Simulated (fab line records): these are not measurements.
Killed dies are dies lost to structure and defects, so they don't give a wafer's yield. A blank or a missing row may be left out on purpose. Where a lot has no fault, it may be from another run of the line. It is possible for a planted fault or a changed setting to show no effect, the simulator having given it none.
fab line records ; flow nand_harc
[record] lots = 7; wafers = 21; last_day = 33
route steps=1302 shown P_STI@107 P_GATE@110
lots that met no fault: from a run of the same line without faults
start_h: hours from the record's opening day to when the first of the lot's shown wafers began ; wait_h: hours since the lot's step before ; " identical to the entry in the row above ; L1.1+2: one row covering several wafers at once ; - no value, or no start given ; * or withheld: withheld ; < > ~ a bound
route shown NAME@n: NAME is a module with steps in the file, n the number in the route of the first one ; usual: mean and standard deviation over wafers with no fault ; same: alike in all rows ; chamber/n: place in a boat ; sites: each site's reading ; _std_site: standard deviation of those values ; _edge_site: outer sites' mean less inner sites' ; radius_mm: how far each site lies from the wafer's centre ; mask NAME#n: copy n ; behind: the last tool/chamber to shape the wafer ; hold: the reason the lot was held/the length of the hold in hours/how it ended ; device: names the non-switching transistor (n, p or np) ; end of line: the same wafers' tests at the end of the route ; a step without rows: its recipe alone ; killed: dies lost to structure and defects at the first sort, not the wafer's yield ; map: the dies of a wafer, with x for killed, . for not killed, _ for no die there
set.NAME: the run value of the setting; set.NAME@STEP: its run value at that earlier step ; model.NAME: the simulator's own value behind a step, which no gauge read
a table for each step, a row for each wafer; lots at some steps of the route
services: from which hour (start_h, from the record's first day; less than 0 if before it) a tool's chamber was out of use, for how many hours, and why
[[steps]]
[step NHARC_P_STI_SRD_39]
[step NHARC_P_STI_OXIDE_40]
[recipe] target_thk_a = 100; temp_c = 900; ox_time_s = 1362; material = SiO2
[step NHARC_P_STI_INSPECT_25]
[usual] raw_defect_count = 234/78
lot.wafer;tool;chamber;start_h;wait_h;raw_defect_count
L267.1;defect_inspect-01;-;91.86;0.4;372
L267.3;defect_inspect-01;-;91.86;0.4;273
L267.4;defect_inspect-01;-;91.86;0.4;258
L271.1;defect_inspect-01;-;135.92;0.4;435
L271.2;defect_inspect-01;-;135.92;0.4;476
L271.4;defect_inspect-01;-;135.92;0.4;413
L277.1;defect_inspect-02;-;195.62;0.4;153
L277.3;defect_inspect-02;-;195.62;0.4;139
L277.4;defect_inspect-02;-;195.62;0.4;107
L280.1;defect_inspect-02;-;218.83;0.4;237
L280.2;defect_inspect-02;-;218.83;0.4;209
L280.4;defect_inspect-02;-;218.83;0.4;239
L283.3;defect_inspect-02;-;250.90;0.4;241
L283.4;defect_inspect-02;-;250.90;0.4;265
L283.6;defect_inspect-02;-;250.90;0.4;151
L284.1;defect_inspect-01;-;264.21;0.4;133
L284.5;defect_inspect-01;-;264.21;0.4;101
L284.6;defect_inspect-01;-;264.21;0.4;123
L287.2;defect_inspect-01;-;294.72;0.4;254
L287.4;defect_inspect-01;-;294.72;0.4;289
L287.5;defect_inspect-01;-;294.72;0.4;108
[step NHARC_P_GATE_ETCH_69]
[recipe] target_depth_a = 140; chemistry = dHF; material = SiO2
[step NHARC_P_GATE_PRECLEAN_70]
[recipe] time_s = *; temp_c = 50; bath_age_min = 0; chemistry = SC1
[step NHARC_P_GATE_SRD_01]
[step NHARC_P_GATE_OXIDE_02]
[recipe] target_thk_a = 375; temp_c = 950; p_h2o_torr = 720; ox_time_s = 365; material = SiO2
[step NHARC_P_GATE_DEHYDRATE_03]
[recipe] temp_c = 150; time_s = 120
[step NHARC_P_GATE_HMDS_04]
[recipe] time_s = 30
[step NHARC_P_GATE_COAT_05]
[recipe] spin_rpm = 4690
[step NHARC_P_GATE_SOFTBAKE_06]
[recipe] temp_c = 122; time_s = 95
[step NHARC_P_GATE_EBR_07]
[step NHARC_P_GATE_EXPOSE_08]
[recipe] na = 0.6; dose_mj = 16.75; mask_id = P_HV
lot.wafer;tool;chamber;start_h;wait_h;mask;model.P_GATE.overlay_x_nm
L267.1+3+4;krf_scanner-02;0;103.35;-;P_HV#0;11.47
L271.1+2+4;krf_scanner-03;0;144.11;-;P_HV#0;6.095
L277.1+3+4;krf_scanner-02;0;203.66;-;P_HV#0;18.77
L280.1+2+4;krf_scanner-02;0;227.51;-;P_HV#0;35.79
L283.3+4+6;krf_scanner-02;0;260.26;-;P_HV#0;38.25
L284.1+5+6;krf_scanner-03;0;272.50;-;P_HV#0;-8.393
L287.2+4+5;krf_scanner-03;0;303.28;-;P_HV#0;2.668
[step NHARC_P_GATE_PEB_09]
[recipe] peb_temp_c = 118; peb_time_s = 85
[[services]]
tool;chamber;start_h;hours;kind
krf_scanner-02;-;94.00;4.0;pm
krf_scanner-03;-;113.98;0.8;repair
krf_scanner-03;-;129.01;1.3;repair
krf_scanner-03;-;224.00;4.0;pm
krf_scanner-02;-;257.82;2.0;repair
krf_scanner-02;-;266.00;4.0;pm
krf_scanner-03;-;282.49;0.9;repair
[[key]]
first_sign none at tools or gauges
[model_effect] step = NHARC_P_GATE_EXPOSE_08; value = P_GATE.overlay_x_nm; without = 5.841; struck = 30.94
met_at NHARC_P_GATE_EXPOSE_08
struck_wafers L277.1,L277.3,L277.4,L280.1,L280.2,L280.4,L283.3,L283.4,L283.6
tester_left_out L277,L280,L283
onset_between 103.35 203.66
[fault] kind = scanner_matching_overlay; tool = krf_scanner-02; chamber = -; onset_h = 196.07; steps = NHARC_P_GATE_EXPOSE_08; offset = 25.094
// tester_left_out: of these lots the tester's yield and bins aren't shown, on N5 and GAA mostly nor the transistor test; their killed dies are dies lost to structure and defects alone, not to doping, threshold or leakage, so they don't give the yield
